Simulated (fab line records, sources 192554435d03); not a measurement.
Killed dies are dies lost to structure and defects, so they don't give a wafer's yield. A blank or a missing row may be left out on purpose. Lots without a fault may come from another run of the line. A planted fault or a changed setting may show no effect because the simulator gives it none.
Which tool did it? | flow n5_finfet | 10 lots, 30 wafers sampled, at 5 steps of a route of 1938

WHAT THE GAUGES READ, wafer by wafer
N5_BEOL_M15_CD_MEAS_10: target cd 360 nm. Usual: cd_nm 358.9 nm, standard deviation 2.6.
lot  | measured     | on        | cd_nm (nm)        | flag
L127 | day 10 17:57 | cd_sem-03 | 363.9 360.5 360.6 |
L129 | day 11 12:49 | cd_sem-02 | 358.1 357.4 359.0 |
L130 | day 12 00:10 | cd_sem-02 | 359.7 354.0 358.9 |
L131 | day 12 12:37 | cd_sem-03 | 357.3 359.3 358.2 |
L134 | day 12 17:08 | cd_sem-03 | 361.9 358.9 359.5 |
L138 | day 13 20:04 | cd_sem-03 | 358.8 353.3 358.1 |
L139 | day 13 20:30 | cd_sem-02 | 359.2 358.8 358.6 |
L140 | day 14 17:26 | cd_sem-03 | 357.4 357.4 356.6 |
L144 | day 15 15:47 | cd_sem-02 | 360.6 356.9 362.7 |
L150 | day 17 07:01 | cd_sem-03 | 362.4 360.6 354.9 |

N5_BEOL_M15_OVL_MEAS_29. Usual: M15_OVL 2 nm, standard deviation 5.3.
lot  | measured     | on         | M15_OVL (nm) | flag
L127 | day 10 19:55 | overlay-02 | 0 -2 1       |
L129 | day 11 14:28 | overlay-01 | 10 4 3       |
L130 | day 12 01:48 | overlay-01 | 10 2 2       |
L131 | day 12 14:07 | overlay-02 | 0 0 2        |
L134 | day 12 18:54 | overlay-01 | 11 3 16      |
L138 | day 13 21:33 | overlay-02 | 51 58 57     | OFF
L139 | day 13 22:02 | overlay-02 | 57 55 51     | OFF
L140 | day 14 19:02 | overlay-02 | 13 8 9       |
L144 | day 15 17:34 | overlay-02 | 0 2 5        |
L150 | day 17 08:36 | overlay-01 | -2 10 7      |

N5_BEOL_M15_INSPECT_30: inspects for defects (macro). Usual: raw_defect_count 2.2, standard deviation 1.6.
lot  | measured     | on                | raw_defect_count | flag
L127 | day 10 19:57 | defect_inspect-02 | 3 2 0            |
L129 | day 11 14:29 | defect_inspect-01 | 2 5 1            |
L130 | day 12 01:49 | defect_inspect-01 | 2 3 1            |
L131 | day 12 14:08 | defect_inspect-02 | 2 5 3            |
L134 | day 12 18:55 | defect_inspect-01 | 0 2 1            |
L138 | day 13 21:35 | defect_inspect-01 | 4 2 1            |
L139 | day 13 22:04 | defect_inspect-02 | 1 0 2            |
L140 | day 14 19:04 | defect_inspect-01 | 1 1 0            |
L144 | day 15 17:35 | defect_inspect-01 | 4 2 3            |
L150 | day 17 08:37 | defect_inspect-02 | 0 2 3            |

WHICH TOOL RAN EACH LOT (tool, then ch and the chambers of the sampled wafers, then the start)
lot  | N5_BEOL_M15_ETCH_57                | N5_BEOL_M15_EXPOSE_25
L127 | rie_diel-02 ch 0,1,3, day 10 19:07 | krf_scanner-02 ch 0, day 10 19:43
L129 | rie_diel-02 ch 0,2,3, day 11 13:32 | krf_scanner-01 ch 0, day 11 14:15
L130 | rie_diel-06 ch 0,2,3, day 12 00:52 | krf_scanner-02 ch 0, day 12 01:36
L131 | rie_diel-06 ch 1,2, day 12 13:18   | krf_scanner-02 ch 0, day 12 13:55
L134 | rie_diel-02 ch 0,1,2, day 12 17:58 | krf_scanner-02 ch 0, day 12 18:42
L138 | rie_diel-02 ch 0,1,2, day 13 20:45 | krf_scanner-02 ch 0, day 13 21:21
L139 | rie_diel-02 ch 0,1, day 13 21:14   | krf_scanner-02 ch 0, day 13 21:50
L140 | rie_diel-05 ch 0,1,3, day 14 18:07 | krf_scanner-01 ch 0, day 14 18:50
L144 | rie_diel-05 ch 0,2, day 15 16:38   | krf_scanner-01 ch 0, day 15 17:22
L150 | rie_diel-06 ch 0,1,3, day 17 07:48 | krf_scanner-01 ch 0, day 17 08:24
- N5_BEOL_M15_ETCH_57: etches SOC in N2/H2, time 750 s.
- N5_BEOL_M15_EXPOSE_25: exposes mask M15, target cd 400 nm.

WHAT THE TOOLS THEMSELVES READ (means of the sampled wafers that have a number; where no wafer has one, the mark that the record gives instead)
N5_BEOL_M15_ETCH_57. Usual: drypump_motor_current_A 5.5 A, standard deviation 0.41; n2_flow_sccm 199.9 sccm, standard deviation 0.62; oes_product_au 0.77 a.u., standard deviation 0.064; rf_vpp_V 523.7 V, standard deviation 2.8; showerhead_plenum_p_Torr 2.53 Torr, standard deviation 0.11; throttle_valve_pct 17.69 %, standard deviation 0.23.
lot  | tool        | drypump_motor_current_A (A) | n2_flow_sccm (sccm) | oes_product_au (a.u.) | rf_vpp_V (V) | showerhead_plenum_p_Torr (Torr) | throttle_valve_pct (%) | flag
L127 | rie_diel-02 | 5.5                         | 200.2               | 0.74                  | 524.3        | 2.53                            | 17.69                  |
L129 | rie_diel-02 | 5.5                         | 200.0               | 0.72                  | 523.9        | 2.55                            | 17.86                  |
L130 | rie_diel-06 | 5.7                         | 199.7               | 0.81                  | 523.2        | 2.52                            | 17.54                  |
L131 | rie_diel-06 | 5.2                         | 199.8               | 0.84                  | 526.2        | 2.60                            | 17.55                  |
L134 | rie_diel-02 | 5.7                         | 200.5               | 0.72                  | 522.5        | 2.47                            | 17.68                  |
L138 | rie_diel-02 | 5.6                         | 199.6               | 0.71                  | 522.5        | 2.47                            | 17.68                  |
L139 | rie_diel-02 | 5.3                         | 199.8               | 0.72                  | 522.3        | 2.47                            | 17.60                  |
L140 | rie_diel-05 | 5.7                         | 199.8               | 0.80                  | 525.1        | 2.58                            | 17.91                  |
L144 | rie_diel-05 | 5.8                         | 200.0               | 0.78                  | 525.6        | 2.60                            | 17.75                  |
L150 | rie_diel-06 | 5.4                         | 199.5               | 0.81                  | 522.3        | 2.45                            | 17.46                  |

N5_BEOL_M15_EXPOSE_25. Usual: reticle_temp_C 23.01 C, standard deviation 0.11; stage_vel_mm_s 499.99 mm/s, standard deviation 0.23.
lot  | tool           | reticle_temp_C (C) | stage_vel_mm_s (mm/s) | flag
L127 | krf_scanner-02 | 23.05              | 499.67                |
L129 | krf_scanner-01 | 23.02              | 499.85                |
L130 | krf_scanner-02 | 23.04              | 499.75                |
L131 | krf_scanner-02 | 23.06              | 499.88                |
L134 | krf_scanner-02 | 22.94              | 500.11                |
L138 | krf_scanner-02 | 22.90              | 499.73                |
L139 | krf_scanner-02 | 23.13              | 499.98                |
L140 | krf_scanner-01 | 22.93              | 499.86                |
L144 | krf_scanner-01 | 22.97              | 500.04                |
L150 | krf_scanner-01 | 23.21              | 500.12                |

THE ANSWER, worked out from the rows above alone
Rule: a lot is off if the mean of its wafers that have a number lies more than 3 standard deviations from the usual mean. A lot without any number at a reading at which 4 lots or more have one is off too. The other lots that the step has rows for count as sound. The gauges are gone through in route order, then the tools' own readings, and for those a lot's mean is taken as printed above. The first step at which some lot is off is used, and at that step the reading that is off furthest; a lot without a number counts as furthest.
Off: L138, L139, at N5_BEOL_M15_OVL_MEAS_29 (M15_OVL).
A tool fits if, at a process step before that reading, it ran every lot that is off, and no sound lot after the first of them. The gauges at N5_BEOL_M15_OVL_MEAS_29 are tried like those tools. Can't be told from this: 2 tools fit, rie_diel-02 at N5_BEOL_M15_ETCH_57, krf_scanner-02 at N5_BEOL_M15_EXPOSE_25.

WHAT THE SIMULATOR HAD PUT IN
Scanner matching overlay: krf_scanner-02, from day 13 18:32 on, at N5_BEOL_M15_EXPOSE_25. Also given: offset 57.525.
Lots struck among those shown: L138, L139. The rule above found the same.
